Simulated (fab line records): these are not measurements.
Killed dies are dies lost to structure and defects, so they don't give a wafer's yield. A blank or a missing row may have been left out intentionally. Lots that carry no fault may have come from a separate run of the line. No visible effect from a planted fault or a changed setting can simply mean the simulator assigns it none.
Matching of chambers + flow n5_finfet + N5_BEOL_M6_CMP_52 on cmp-02: 4 sister chambers
The step polishes, stops on SiCOH lowk, t overpolish 6.9 s, target thk 80 nm. 16 wafers are shown with their chamber, then 8 later ones without.

== WAFERS, EACH WITH ITS CHAMBER ==
| wafer  | chamber | motor_current_A (A) | time_to_endpoint_s (s) | barrier_field_endpoint_s (s) |
|--------|---------|---------------------|------------------------|------------------------------|
| L077.1 | 1       | 7.0                 | 60                     | 29.6                         |
| L077.4 | 3       | 7.3                 | 64                     | 30.0                         |
| L077.5 | 2       | 6.7                 | 64                     | 29.8                         |
| L080.1 | 0       | 5.9                 | 65                     | 29.2                         |
| L080.4 | 2       | 6.4                 | 65                     | 29.7                         |
| L080.6 | 3       | 7.1                 | 63                     | 29.5                         |
| L081.1 | 2       | 6.7                 | 62                     | 27.8                         |
| L081.3 | 3       | 7.0                 | 61                     | 28.3                         |
| L081.4 | 0       | 5.5                 | 63                     | 28.7                         |
| L084.1 | 1       | 6.6                 | 60                     | 27.5                         |
| L084.4 | 0       | 5.6                 | 65                     | 28.9                         |
| L084.6 | 0       | 5.6                 | 65                     | 28.6                         |
| L085.2 | 0       | 5.7                 | 64                     | 28.7                         |
| L085.3 | 2       | 7.0                 | 69                     | 28.7                         |
| L085.4 | 1       | 6.7                 | 60                     | 28.7                         |
| L086.1 | 0       | 6.0                 | 64                     | 28.5                         |

SIGNATURES (averages over the wafers above)
| reading                  | chamber 0 | chamber 1 | chamber 2 | chamber 3 | scatter within a chamber |
|--------------------------|-----------|-----------|-----------|-----------|--------------------------|
| motor_current_A          | 5.717     | 6.767     | 6.700     | 7.133     | 0.204                    |
| time_to_endpoint_s       | 64.33     | 60.00     | 65.00     | 62.67     | 1.68                     |
| barrier_field_endpoint_s | 28.767    | 28.600    | 29.000    | 29.267    | 0.748                    |
Rule: a wafer's distance from a chamber is the root of the sum, over the readings, of the square of ((its reading less the chamber's mean) divided by the reading's scatter). The wafer belongs to the nearest chamber; if the next one is less than 2 further off, it can't be placed. The scatter: take each reading less its chamber's mean, square it, sum over the shown wafers, divide by the number of wafers less the number of chambers, and take the root.

== WAFERS WITH NO CHAMBER GIVEN ==
| wafer  | motor_current_A (A) | time_to_endpoint_s (s) | barrier_field_endpoint_s (s) |
|--------|---------------------|------------------------|------------------------------|
| L086.5 | 6.4                 | 64                     | 28.5                         |
| L086.6 | 6.4                 | 65                     | 29.4                         |
| L088.1 | 6.7                 | 59                     | 28.5                         |
| L088.3 | 7.1                 | 61                     | 27.2                         |
| L088.6 | 6.6                 | 61                     | 28.6                         |
| L097.2 | 5.8                 | 59                     | 28.5                         |
| L097.3 | 6.4                 | 58                     | 27.6                         |
| L097.6 | 6.5                 | 56                     | 28.6                         |

== THE CHAMBER EACH PASSED THROUGH ==
| wafer  | from the rows above          | in truth                   |
|--------|------------------------------|----------------------------|
| L086.5 | can't be placed: 2 or 1 or 0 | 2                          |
| L086.6 | can't be placed: 2 or 0      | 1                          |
| L088.1 | 1                            | 1                          |
| L088.3 | can't be placed: 1 or 3 or 2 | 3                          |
| L088.6 | can't be placed: 1 or 2 or 3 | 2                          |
| L097.2 | can't be placed: 0 or 1      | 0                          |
| L097.3 | 1                            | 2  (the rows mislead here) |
| L097.6 | 1                            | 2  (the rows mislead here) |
Placed correctly: 1 of 8. From these rows, 5 cannot be placed; in 4 the true chamber is one of the candidates. Wrongly placed: 2.
